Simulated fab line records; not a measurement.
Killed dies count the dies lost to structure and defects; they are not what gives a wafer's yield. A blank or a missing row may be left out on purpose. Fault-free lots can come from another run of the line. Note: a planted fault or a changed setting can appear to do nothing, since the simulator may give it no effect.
Matching of chambers -- flow nand_harc -- NHARC_A_SGD_CUT_CMP_21 on cmp-01: 4 sister chambers
The step polishes, target thk 148.19 nm. 14 wafers are shown with their chamber, then 7 later ones without.

== EACH WAFER AND ITS CHAMBER ==
wafer,chamber,motor_current_A (A),time_to_endpoint_s (s)
L074.2,0,13.5,48
L074.3,1,12.7,49
L074.6,3,11.2,47
L076.1,1,13.0,48
L076.2,2,13.9,44
L076.4,0,12.7,50
L076.3,3,11.2,47
L076.5,1,11.7,49
L076.6,2,13.4,48
L081.1,2,13.4,50
L081.2,3,10.9,52
L081.6,2,14.0,50
L085.1,1,12.5,48
L085.2,2,13.3,44

SIGNATURES (averages over the wafers above)
reading,chamber 0,chamber 1,chamber 2,chamber 3,scatter within a chamber
motor_current_A,13.100,12.475,13.600,11.100,0.416
time_to_endpoint_s,49.00,48.50,47.20,48.67,2.38
Rule: distance of a wafer from a chamber = root of the sum over the readings of ((wafer's reading minus chamber's mean) / reading's scatter) squared. If the next closest chamber is less than 2 further off than the closest, the wafer can't be placed; otherwise it belongs to the closest. How the scatter is found: for the shown wafers, subtract from each reading the mean of its chamber, square and add these, divide the total by (wafers less chambers), then take the root.

== WAFERS WHOSE CHAMBER IS MISSING ==
wafer,motor_current_A (A),time_to_endpoint_s (s)
L085.6,12.9,49
L090.1,12.9,47
L090.2,13.7,45
L090.6,11.2,48
L095.1,13.1,50
L095.2,11.2,50
L095.3,13.0,52

== WHICH CHAMBER EACH ONE RAN IN ==
wafer,from the rows above,in truth
L085.6,can't be placed: 0 or 1 or 2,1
L090.1,can't be placed: 0 or 1 or 2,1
L090.2,can't be placed: 2 or 0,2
L090.6,3,3
L095.1,can't be placed: 0 or 1 or 2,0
L095.2,3,3
L095.3,can't be placed: 0 or 1 or 2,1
Correctly placed: 2 of 7. These rows do not allow placing 5 (true chamber among the candidates in 5). Wrongly placed: 0.
